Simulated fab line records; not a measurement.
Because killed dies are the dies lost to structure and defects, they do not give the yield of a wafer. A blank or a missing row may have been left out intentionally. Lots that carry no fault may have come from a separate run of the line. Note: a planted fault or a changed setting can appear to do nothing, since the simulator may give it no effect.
3 desks, one fault :: flow n5_finfet :: each desk has only its own numbers; what lay behind them comes last

## DESK OF THE TOOL OWNER: rie_diel-04
The tool's own readings at N5_BEOL_M10_ETCH_62 (etches SOC in N2/H2, target depth 110 nm, overetch 22 nm, time 165 s): means of the sampled wafers that have a number, for each lot that ran on this tool. If a lot's mean is further than 4 standard deviations from the usual mean, the lot is out of limits and carries the mark OUT (the distance appears in the brackets).
Columns: A = drypump_motor_current_A at N5_BEOL_M10_ETCH_62, usual 5.6 A; B = oes_product_au at N5_BEOL_M10_ETCH_62, usual 0.67 a.u.; C = rf_vpp_V at N5_BEOL_M10_ETCH_62, usual 523.6 V; D = showerhead_plenum_p_Torr at N5_BEOL_M10_ETCH_62, usual 2.52 Torr; E = throttle_valve_pct at N5_BEOL_M10_ETCH_62, usual 17.77 %
lot: L547
first seen here: day 12 05:02
A: 5.6
B: 0.69
C: 523.4
D: 2.52
E: 17.86

lot: L555
first seen here: day 13 08:38
A: 5.8
B: 0.61
C: 520.0
D: 2.42
E: 17.96

lot: L554
first seen here: day 13 12:16
A: 5.6
B: 0.65
C: 523.4
D: 2.51
E: 17.78

lot: L566
first seen here: day 17 04:42
A: 5.5
B: 0.62
C: 521.4
D: 2.45
E: 17.91

lot: L568
first seen here: day 17 09:40
A: 5.6
B: 0.62
C: 522.7
D: 2.50
E: 17.85
Result from this desk: across the 5 lots, nothing is out of limits.

## THE DEFECT DESK
Per lot, the means of the sampled wafers with a number show what the inspections along the route counted. If a lot's mean is further than 4 standard deviations from the usual mean, the lot is out of limits and carries the mark OUT (the distance appears in the brackets).
Columns: A = raw_defect_count at N5_BEOL_M10_INSPECT_30, usual 412
lot: L547
first seen here: day 12 05:47
A: 489

lot: L555
first seen here: day 13 10:53
A: 381

lot: L554
first seen here: day 13 13:05
A: 576

lot: L553
first seen here: day 14 08:42
A: 437

lot: L559
first seen here: day 15 08:10
A: 411

lot: L561
first seen here: day 15 14:48
A: 326

lot: L562
first seen here: day 16 23:29
A: 455

lot: L566
first seen here: day 17 07:33
A: 373

lot: L568
first seen here: day 17 11:20
A: 392

lot: L567
first seen here: day 18 05:30
A: 443
Result from this desk: across the 10 lots, nothing is out of limits.

## AT THE METROLOGY DESK
Means of the sampled wafers that have a number, per lot and without regard to the tool the lot ran on: this is what the gauges read. If a lot's mean is further than 4 standard deviations from the usual mean, the lot is out of limits and carries the mark OUT (the distance appears in the brackets).
Columns: A = V9_OVL at N5_BEOL_M10_OVL_MEAS_29, usual 0.0 nm
lot: L547
first seen here: day 12 05:46
A: 0.8

lot: L555
first seen here: day 13 10:51
A: -0.0

lot: L554
first seen here: day 13 13:04
A: -0.8

lot: L553
first seen here: day 14 08:41
A: 0.2

lot: L559
first seen here: day 15 08:08
A: 0.8

lot: L561
first seen here: day 15 14:47
A: -0.2

lot: L562
first seen here: day 16 23:28
A: 0.0

lot: L566
first seen here: day 17 07:32
A: -1.1

lot: L568
first seen here: day 17 11:18
A: -0.1

lot: L567
first seen here: day 18 05:28
A: -0.4
Result from this desk: across the 10 lots, nothing is out of limits.

## ALL TOGETHER
The tool owner's desk saw nothing out of limits.
No out-of-limits result turned up at the defect desk.
From the metrology desk's view, nothing was out of limits.

## WHAT WAS PUT IN BY THE SIMULATOR
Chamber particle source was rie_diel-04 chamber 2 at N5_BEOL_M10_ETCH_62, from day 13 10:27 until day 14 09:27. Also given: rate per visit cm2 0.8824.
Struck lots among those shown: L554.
